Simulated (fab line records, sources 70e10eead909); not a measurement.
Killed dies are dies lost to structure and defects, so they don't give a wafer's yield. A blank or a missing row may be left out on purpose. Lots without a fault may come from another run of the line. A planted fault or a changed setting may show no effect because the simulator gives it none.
fab line records | flow nand_harc
record lots=6 wafers=18 last_day=24
route steps=1159 shown A_SGD_CUT@764 A_SLIT@779 END@1159
lots that met no fault: from a run of the same line without faults
start_h: hours from the record's first day to the start of the lot's first wafer shown | wait_h: hours since the lot's step before | " the same as in the row above | L1.1+2: a row that stands for several wafers | - no value, or no start given | * or withheld: withheld | < > ~ a bound
route shown NAME@n: a module of which the file shows steps, and the number in the route of the first | usual: mean/standard deviation of fault-free wafers | same: alike in all rows | chamber/n: place in a boat | sites: the reading at each site | _std_site: their standard deviation | _edge_site: outer sites' mean less inner sites' | radius_mm: how far each site lies from the wafer's centre | mask NAME#n: copy n | behind: the tool/chamber that last shaped the wafer | hold: why the lot was held/for how many hours/how that ended | device: the transistor (n, p or np) that didn't switch | end of line: the same wafers' tests at the end of the route | a step without rows: its recipe alone | killed: dies lost to structure and defects at the first sort, not the wafer's yield | map: a wafer's dies, x killed, . not, _ none there
set.NAME: the setting as run; set.NAME@STEP: as run at that earlier step | model.NAME: the simulator's own value behind a step, which no gauge read
lots at some steps of the route; a table a step, a row a wafer
services: from which hour (start_h, from the record's first day; less than 0 if before it) a tool's chamber was out of use, for how many hours, and why
## steps
# step NHARC_A_SGD_CUT_ETCH_15
# recipe target_depth_a=750 time_s=64.3 ch3f_flow_sccm=50 o2_flow_sccm=30 ar_flow_sccm=200 rf_w=500 bias_w=100 chemistry=CH3F/O2
# usual chamber_pressure_mTorr=24.997/0.025 drypump_motor_current_A=5.7/0.44 oes_product_au=0.960/0.017 rf_vpp_V=264.0/1.6 showerhead_plenum_p_Torr=2.47/0.097 throttle_valve_pct=20.663/0.0094
# columns lot.wafer tool chamber start_h wait_h chamber_pressure_mTorr drypump_motor_current_A oes_product_au rf_hours_counter_h rf_vpp_V showerhead_plenum_p_Torr throttle_valve_pct
L811.1 rie_diel-10 3 - - 24.972 5.6 0.969 1 261.7 2.37 20.671
L811.2 " 0 " " 24.993 5.2 0.987 1 265.9 2.62 20.642
L811.6 " 3 " " 24.963 5.6 0.958 - 262.7 2.37 20.659
L814.4 rie_diel-10 0 - - 24.971 5.3 0.977 2 266.6 2.62 20.645
L814.1 " 2 " " 25.006 5.4 0.981 2 261.2 2.36 20.645
L814.6 " 0 " " 24.989 5.3 0.974 - 266.1 2.62 20.660
L818.3 rie_diel-10 2 - - 25.009 5.4 0.952 4 262.7 2.36 20.661
L818.4 " 1 " " 24.985 5.4 0.965 3 266.6 2.63 20.681
L818.5 " 3 " " 24.999 5.6 0.980 - 262.9 2.37 20.672
L821.3 rie_diel-11 1 - - 25.003 5.7 0.965 4 264.5 2.47 20.654
L821.1 " 3 " " 24.978 5.8 0.943 8 265.4 2.50 20.686
L821.5 " 1 " " 24.990 5.7 0.966 - 265.6 2.47 20.667
L823.2 rie_diel-11 3 - - 24.997 5.8 0.971 8 264.5 2.50 20.672
L823.1 " 0 " " 25.020 6.6 0.944 9 263.7 2.32 20.660
L823.6 " 1 " " 25.020 5.7 0.947 - 263.2 2.47 20.680
L822.2 rie_diel-10 3 - - 25.025 5.5 0.976 9 263.5 2.37 20.647
L822.3 " 0 " " 25.011 5.3 0.974 8 265.3 2.62 20.687
L822.5 " 2 " " 25.012 5.4 0.960 - 263.6 2.36 20.665
# step NHARC_A_SGD_CUT_ETCH_16
# recipe target_depth_a=3105 time_s=155.2 c4f8_flow_sccm=withheld o2_flow_sccm=8 ar_flow_sccm=withheld rf_w=600 bias_w=800 chemistry=C4F8/O2/Ar
# step NHARC_A_SGD_CUT_STRIP_60
# recipe c4f8_flow_sccm=withheld o2_flow_sccm=8 ar_flow_sccm=withheld bias_w=0 chemistry=C4F8/O2/Ar
# step NHARC_A_SGD_CUT_STRIP_17
# recipe o2_flow_sccm=500 ar_flow_sccm=0 bias_w=0 chemistry=O2
# usual chamber_pressure_mTorr=60.01/0.051 drypump_motor_current_A=5.7/0.45 oes_product_au=0.998/0.0092 rf_vpp_V=57.7/0.88 showerhead_plenum_p_Torr=3.54/0.14 throttle_valve_pct=17.035/0.0093
# columns lot.wafer tool chamber start_h wait_h chamber_pressure_mTorr drypump_motor_current_A oes_product_au rf_hours_counter_h rf_vpp_V showerhead_plenum_p_Torr throttle_valve_pct
L811.1 rie_diel-10 2 - - 59.99 5.4 1.011 1 56.5 3.39 17.050
L811.2 " 1 " " 59.95 5.4 1.004 0 58.0 3.77 17.048
L811.6 " 3 " " 60.01 5.6 1.009 - 57.7 3.41 17.047
L814.1 rie_diel-10 1 - - 59.96 5.4 1.005 1 58.7 3.77 17.036
L814.4 " 0 " " 59.99 5.3 1.010 3 58.3 3.75 17.035
L814.6 " 1 " " 59.93 5.4 1.003 - 58.1 3.77 17.037
L818.3 rie_diel-10 1 - - 59.97 5.4 1.009 3 58.5 3.76 17.031
L818.4 " 2 " " 60.01 5.4 0.996 4 56.6 3.39 17.031
L818.5 " 0 " " 60.05 5.3 1.005 - 57.0 3.75 17.033
L821.1 rie_diel-11 0 - - 60.00 6.6 0.990 8 56.8 3.33 17.022
L821.3 " 1 " " 60.01 5.7 0.982 4 58.2 3.55 17.053
L821.5 " 3 " " 59.95 5.8 0.983 - 57.2 3.58 17.034
L823.1 rie_diel-11 2 - - 60.06 5.8 1.003 7 58.6 3.62 17.043
L823.2 " 3 " " 60.00 5.8 0.978 8 58.2 3.58 17.056
L823.6 " 2 " " 60.04 5.8 1.001 - 57.1 3.62 17.015
L822.2 rie_diel-10 0 - - 60.04 5.3 1.005 8 59.5 3.75 17.039
L822.3 " 1 " " 60.12 5.4 1.006 6 58.3 3.76 17.027
L822.5 " 1 " " 60.12 5.4 1.005 - 58.4 3.76 17.021
# step NHARC_A_SGD_CUT_PRECLEAN_18
# recipe time_s=* temp_c=50 bath_age_min=0 chemistry=SC1
# step NHARC_A_SGD_CUT_SRD_19
# step NHARC_A_SGD_CUT_DEP_20
# recipe target_thk_a=1500 temp_c=65 material=SiO2
# step NHARC_A_SGD_CUT_ANNEAL_27
# recipe temp_c=450 time_s=1800
# step NHARC_A_SGD_CUT_CMP_21
# recipe target_thk_nm=148.19
# usual motor_current_A=11.8/0.92 time_to_endpoint_s=49.7/2.7
# columns lot.wafer tool chamber start_h wait_h motor_current_A time_to_endpoint_s
L811.2 cmp-04 0 371.94 0.4 13.0 54.3
L811.1 " 2 " " 12.3 52.3
L811.6 " 1 " " 11.2 48.5
L814.1 cmp-01 1 384.21 0.4 12.4 52.6
L814.4 " 2 " " 11.1 48.8
L814.6 " 0 " " 11.8 43.7
L818.3 cmp-02 1 418.11 0.4 12.2 51.6
L818.4 " 2 " " 10.9 52.8
L818.5 " 1 " " 11.7 49.9
L821.3 cmp-02 2 440.21 0.4 10.7 49.4
L821.1 " 0 " " 12.6 43.8
L821.5 " 3 " " 9.8 49.1
L823.1 cmp-02 3 444.30 0.4 10.2 51.2
L823.2 " 2 " " 11.0 48.7
L823.6 " 0 " " 13.3 45.1
L822.3 cmp-04 2 447.90 0.4 12.4 48.1
L822.2 " 3 " " 10.3 46.2
L822.5 " 1 " " 10.6 48.4
# step NHARC_A_SGD_CUT_THK_MEAS_22
# recipe thk_meas_gauge=ellipsometry
# usual thk_nm=147.7/1.4
# columns lot.wafer tool chamber start_h wait_h thk_nm
L811.1 film_metro-01 - 372.20 0.2 148.7
L811.2 " - " " 149.3
L811.6 " - " " 145.9
L814.1 film_metro-02 - 384.41 0.2 146.6
L814.4 " - " " 146.9
L814.6 " - " " 146.2
L818.3 film_metro-02 - 418.34 0.2 148.4
L818.4 " - " " 148.7
L818.5 " - " " 149.0
L821.1 film_metro-01 - 440.47 0.2 149.3
L821.3 " - " " 149.8
L821.5 " - " " 147.6
L823.1 film_metro-01 - 444.55 0.2 150.4
L823.2 " - " " 145.9
L823.6 " - " " 147.2
L822.2 film_metro-02 - 448.13 0.2 148.8
L822.3 " - " " 147.0
L822.5 " - " " 147.9
# step NHARC_A_SGD_CUT_SRD_23
# step NHARC_A_SGD_CUT_ETCH_26
# recipe target_depth_a=458 chemistry=dHF material=SiO2
# step NHARC_A_SGD_CUT_ETCHBACK_24
# recipe target_depth_a=500 over_etch_frac=0.3 time_s=92.857 ion_energy_ev=120 ch3f_flow_sccm=50 o2_flow_sccm=30 ar_flow_sccm=200 rf_w=500 bias_w=100 chemistry=CH3F/O2
# usual chamber_pressure_mTorr=25.002/0.022 drypump_motor_current_A=5.5/0.4 oes_product_au=0.96/0.037 rf_vpp_V=244.3/1.8 showerhead_plenum_p_Torr=2.46/0.11 throttle_valve_pct=20.663/0.0085
# columns lot.wafer tool chamber start_h wait_h chamber_pressure_mTorr drypump_motor_current_A oes_product_au rf_hours_counter_h rf_vpp_V showerhead_plenum_p_Torr throttle_valve_pct
L811.2 rie_diel-10 2 372.42 0.1 24.984 5.4 0.92 1 244.0 2.36 20.663
L811.1 " 0 " " 24.998 5.2 0.92 2 246.4 2.62 20.648
L811.6 " 3 " " 24.989 5.6 0.92 - 243.7 2.37 20.665
L814.1 rie_diel-07 2 384.64 0.1 24.954 5.3 0.93 13 244.3 2.38 20.659
L814.4 " 3 " " 24.984 5.3 0.93 16 243.1 2.49 20.661
L814.6 " 2 " " 24.991 5.3 0.94 - 242.9 2.38 20.671
L818.3 rie_diel-07 1 418.56 0.2 25.033 4.9 1.02 0 243.5 2.34 20.655
L818.4 " 1 " " 24.982 5.0 1.02 - 243.6 2.34 20.667
L818.5 " 2 " " 25.023 5.4 1.00 - 243.3 2.38 20.680
L821.1 rie_diel-07 1 440.71 0.2 24.966 4.9 1.00 3 241.9 2.34 20.666
L821.3 " 2 " " 25.020 5.4 0.97 3 243.4 2.38 20.669
L821.5 " 1 " " 24.984 4.9 0.99 - 243.3 2.34 20.668
L823.1 rie_diel-10 3 444.77 0.1 25.008 5.5 1.00 9 242.6 2.37 20.651
L823.2 " 1 " " 25.018 5.4 1.00 6 246.0 2.63 20.652
L823.6 " 3 " " 24.988 5.6 1.00 - 242.6 2.37 20.652
L822.3 rie_diel-11 0 448.38 0.2 25.007 6.6 0.98 9 242.2 2.32 20.662
L822.2 " 1 " " 25.014 5.7 0.98 5 244.5 2.47 20.669
L822.5 " 3 " " 25.017 5.8 0.98 - 244.7 2.50 20.681
# step NHARC_A_SGD_CUT_STRIP_28
# recipe time_s=20 o2_flow_sccm=500 ar_flow_sccm=0 bias_w=0 chemistry=O2
# usual chamber_pressure_mTorr=59.99/0.054 drypump_motor_current_A=5.5/0.4 oes_product_au=1.001/0.0093 rf_vpp_V=57.9/0.89 showerhead_plenum_p_Torr=3.54/0.15 throttle_valve_pct=17.037/0.0085
# columns lot.wafer tool chamber start_h wait_h chamber_pressure_mTorr drypump_motor_current_A oes_product_au rf_hours_counter_h rf_vpp_V showerhead_plenum_p_Torr throttle_valve_pct
L811.2 rie_diel-10 0 372.60 0.2 60.02 5.3 1.010 2 57.3 3.75 17.038
L811.1 " 2 " " 59.95 5.4 0.995 1 58.3 3.39 17.038
L811.6 " 0 " " 60.00 5.2 1.010 - 57.9 3.75 17.033
L814.4 rie_diel-07 1 - - 59.97 5.0 1.013 14 58.0 3.36 17.026
L814.1 " 2 " " 60.00 5.4 1.011 13 57.8 3.43 17.035
L814.6 " 2 " " 59.95 5.4 1.012 - 55.2 3.43 17.047
L818.3 rie_diel-07 1 418.73 0.2 59.98 5.0 1.020 0 57.2 3.36 17.034
L818.5 " 1 " " 59.93 4.9 1.012 - 56.5 3.36 17.045
L818.4 " 3 " " 59.96 5.3 1.011 - 59.4 3.58 17.036
L821.1 rie_diel-07 2 440.86 0.1 60.12 5.4 0.997 3 57.8 3.42 17.043
L821.3 " 1 " " 59.93 5.0 1.015 3 57.1 3.36 17.040
L821.5 " 3 " " 59.99 5.3 1.009 - 57.6 3.58 17.052
L823.2 rie_diel-10 2 - - 59.95 5.4 1.002 7 57.0 3.39 17.034
L823.1 " 3 " " 59.96 5.6 1.004 9 56.6 3.41 17.047
L823.6 " 1 " " 59.96 5.4 1.003 - 58.8 3.76 17.044
L822.3 rie_diel-11 0 - - 59.93 6.6 0.990 9 59.3 3.33 17.049
L822.2 " 1 " " 59.96 5.7 1.001 5 59.1 3.55 17.033
L822.5 " 2 " " 60.03 5.8 1.000 - 57.8 3.62 17.048
# step NHARC_A_SGD_CUT_INSPECT_25
# usual raw_defect_count=335/95
# columns lot.wafer tool chamber start_h wait_h raw_defect_count
L811.1 defect_inspect-02 - 372.70 - 422
L811.2 " - " " 321
L811.6 " - " " 324
L814.1 defect_inspect-01 - 384.88 - 364
L814.4 " - " " 282
L814.6 " - " " 323
L818.3 defect_inspect-02 - 418.84 - 1098
L818.4 " - " " 1147
L818.5 " - " " 1347
L821.1 defect_inspect-01 - 440.97 - 1213
L821.3 " - " " 1184
L821.5 " - " " 1211
L823.1 defect_inspect-02 - 445.02 - 295
L823.2 " - " " 308
L823.6 " - " " 331
L822.2 defect_inspect-02 - 448.59 - 294
L822.3 " - " " 257
L822.5 " - " " 289
# step NHARC_A_SLIT_DEP_25
# recipe target_thk_a=2000 temp_c=400 pressure_torr=6.5 rf_w=900 teos_flow_sccm=161.4 flow_sccm=2650 target_thk_nm=200 gas=O2 material=SiO2
# usual heater_power_outer_w=321/74 heater_power_w=572/88 showerhead_vpp_V=1873/76 throttle_valve_pct=16.0/0.42
# columns lot.wafer tool chamber start_h wait_h heater_power_outer_w heater_power_w showerhead_vpp_V throttle_valve_pct
L811.1 pecvd-02 1 372.81 0.1 233 456 1826 15.0
L811.2 " 2 " " 373 654 1818 15.8
L811.6 " 2 " " 379 656 1816 15.9
L814.1 pecvd-01 2 385.17 0.3 267 530 1918 16.1
L814.4 " 2 " " 275 555 1890 16.0
L814.6 " 1 " " 272 568 2010 16.2
L818.3 pecvd-02 2 419.04 0.2 380 677 1809 16.0
L818.4 " 2 " " 380 652 1773 16.2
L818.5 " 0 " " 261 485 1804 16.0
L821.1 pecvd-04 2 441.04 0.1 309 556 1803 16.7
L821.3 " 1 " " 366 560 1879 16.6
L821.5 " 2 " " 318 580 1763 16.7
L823.2 pecvd-01 0 445.08 0.1 303 572 1950 15.4
L823.1 " 1 " " 307 603 1999 15.8
L823.6 " 2 " " 219 458 1921 16.0
L822.2 pecvd-04 1 448.67 0.1 377 571 1863 16.4
L822.3 " 0 " " 428 712 1969 15.8
L822.5 " 2 " " 306 558 1785 16.7
# step NHARC_END_SORT_01
# recipe temp_c=25
# usual killed_at_array=27/11 killed_at_other=0.6/0.89 killed_at_periphery=3.0/2.4 killed_dies=31/12 killed_open=3.2/1.6 killed_short=2.0/1.5
# same gross_dies=677
# columns lot.wafer tool chamber start_h wait_h killed_at_array killed_at_other killed_at_periphery killed_dies killed_open killed_short
L818.3 prober-02 0 549.32 3.1 69 1 3 73 3 2
L818.4 prober-02 0 550.13 3.4 70 0 2 72 4 3
L818.5 prober-02 0 550.94 3.7 93 0 2 95 4 2
L821.1 prober-02 0 575.73 2.5 101 0 0 101 2 1
L821.3 prober-02 0 577.33 3.1 118 0 0 118 0 0
L821.5 prober-02 0 578.92 3.7 89 0 6 95 1 1
# killed by level:class
L818.3 A_SGD_CUT:unspecified=56 A_CHANNEL_HOLE_D1:chamber_film_flake=5 P_STI:chamber_film_flake=3 A_SOURCE_PLATE:geometric_particle:open=1 A_ONON_D1:geometric_particle:open=1 A_CHANNEL_FILL_D1:geometric_particle:short=1 A_CONTACT:geometric_particle:short=1 A_CONTACT:geometric_particle:open=1
L818.4 A_SGD_CUT:unspecified=58 A_CHANNEL_HOLE_D1:chamber_film_flake=5 P_GATE:geometric_particle:open=2 A_WL_FILL:geometric_particle:short=2 A_SGD_CUT:geometric_particle:short=1 A_CONTACT:geometric_particle:open=1 A_M1:geometric_particle:open=1 A_STAIRCASE:chamber_film_flake=1
L818.5 A_SGD_CUT:unspecified=80 A_CHANNEL_HOLE_D1:chamber_film_flake=4 P_M0:geometric_particle:open=1 P_M1:geometric_particle:open=1 A_SOURCE_PLATE:geometric_particle:short=1 A_ONON_D1:geometric_particle:short=1 A_WL_FILL:geometric_particle:open=1 A_CONTACT:geometric_particle:open=1
L821.1 A_SGD_CUT:unspecified=52 A_CHANNEL_HOLE_D1:chamber_film_flake=21 A_SLIT:chamber_film_flake=14 A_CONTACT:chamber_film_flake=6 A_ZERO_WELL:chamber_film_flake=4 A_CHANNEL_FILL_D1:geometric_particle:open=1 A_SGD_CUT:geometric_particle:open=1 A_WL_FILL:geometric_particle:short=1
L821.3 A_SGD_CUT:unspecified=77 A_CHANNEL_HOLE_D1:chamber_film_flake=24 A_SLIT:chamber_film_flake=11 A_CONTACT:chamber_film_flake=6
L821.5 A_SGD_CUT:unspecified=57 A_CHANNEL_HOLE_D1:chamber_film_flake=15 A_SLIT:chamber_film_flake=12 A_CONTACT:chamber_film_flake=4 P_ZERO_WELL:chamber_film_flake=2 P_STI:chamber_film_flake=2 P_M0:geometric_particle:open=1 A_CONTACT:geometric_particle:short=1
# map L818.5 (x killed, . not)
____________x____________
_________xxxxxxx_________
_______xxxxxxxxx.._______
______x.xxxxxxxxx..______
_____...xxxxxxxx...._____
____....xxxxxxxxx....____
____...x.xxxxxxxx....____
___...xxxxxxxxxxx..x..___
___.....xxxxxxxx......___
__.......xxxx.x........__
__.......xx..xx........__
_.........x....x......x._
_..........x............_
_......................._
_...................x..._
_......................._
.........................
.........................
.........................
.........................
.x.......................
_......................._
_......................._
_......................._
_......................._
_......................._
__....................x__
__...........x.....x...__
___..............x....___
___...................___
____..............x.x____
____.................____
_____..............._____
______x............______
_______..........._______
_________......._________
____________.____________
# map L821.3 (x killed, . not)
____________x____________
_________xxxxxxx_________
_______xxxxxxxxx.._______
______.xxxxxxxxx...______
_____..xxxxxxxxx...._____
____..xxxxxxxxxx.....____
____...xxxxxxxx......____
___.....xxxxxxxx......___
___.....xxxxxxx.......___
__........xxxxx........__
__........xxxx.........__
_...............x.xx...._
_.................x....._
_................xx..x.._
_...............xxx....._
_..............xxxxx...._
.................x.......
..............x..x.......
................xx.x.....
...............xx.x......
...................x.....
_..............x..x....._
_..............x........_
_......................._
_..x...................._
_....x.................._
__.....................__
__.....................__
___...................___
___................xx.___
____..............xxx____
____.............xxx.____
_____............xxx_____
______.............______
_______..........._______
_________......._________
____________.____________
## services
# columns tool chamber start_h hours kind
cmp-01 - 346.05 1.5 repair
rie_diel-10 3 350.81 9.0 repair
rie_diel-10 - 353.50 9.0 pm
rie_diel-10 0 353.50 9.0 vent_cycle
rie_diel-10 1 353.50 9.0 vent_cycle
rie_diel-10 2 353.50 9.0 vent_cycle
rie_diel-11 - 362.85 1.0 repair
rie_diel-11 - 366.50 9.0 pm
rie_diel-10 1 370.55 4.1 repair
cmp-01 - 375.63 4.0 pm
pecvd-04 - 376.00 13.0 pm
cmp-02 - 382.56 0.5 repair
rie_diel-11 1 388.87 23.6 repair
cmp-02 - 390.83 4.8 repair
rie_diel-07 3 393.45 2.6 repair
rie_diel-11 2 396.24 2.6 repair
cmp-04 - 399.06 4.0 pm
pecvd-01 - 405.17 9.2 repair
rie_diel-07 - 405.20 9.0 pm
cmp-04 - 414.08 1.2 repair
pecvd-01 1 417.37 3.4 repair
pecvd-01 - 418.64 13.0 pm
cmp-02 - 422.52 4.0 pm
rie_diel-11 - 439.17 1.7 repair
## key
first_sign step=NHARC_A_SGD_CUT_INSPECT_25 reading=raw_defect_count direction=up sigmas=9.1 usual=335 struck=1200
effect step=NHARC_END_SORT_01 reading=killed_at_array direction=up sigmas=5.7 usual=27 struck=90
more_kills_born_at NHARC_A_SGD_CUT_ETCHBACK_24@rie_diel-07=377
met_at NHARC_A_SGD_CUT_ETCHBACK_24
struck_wafers L818.3,L818.4,L818.5,L821.1,L821.3,L821.5
tester_left_out L818,L821
onset_between 384.64 418.56
also_fits NHARC_A_SGD_CUT_STRIP_28:rie_diel-07
fault kind=chamber_particle_source tool=rie_diel-07 chamber=- onset_h=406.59 steps=NHARC_A_SGD_CUT_ETCHBACK_24 rate_per_visit_cm2=1.3952 end_h=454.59
# tester_left_out: of these lots the tester's yield and bins aren't shown, on N5 and GAA mostly nor the transistor test; their killed dies are dies lost to structure and defects alone, not to doping, threshold or leakage, so they don't give the yield
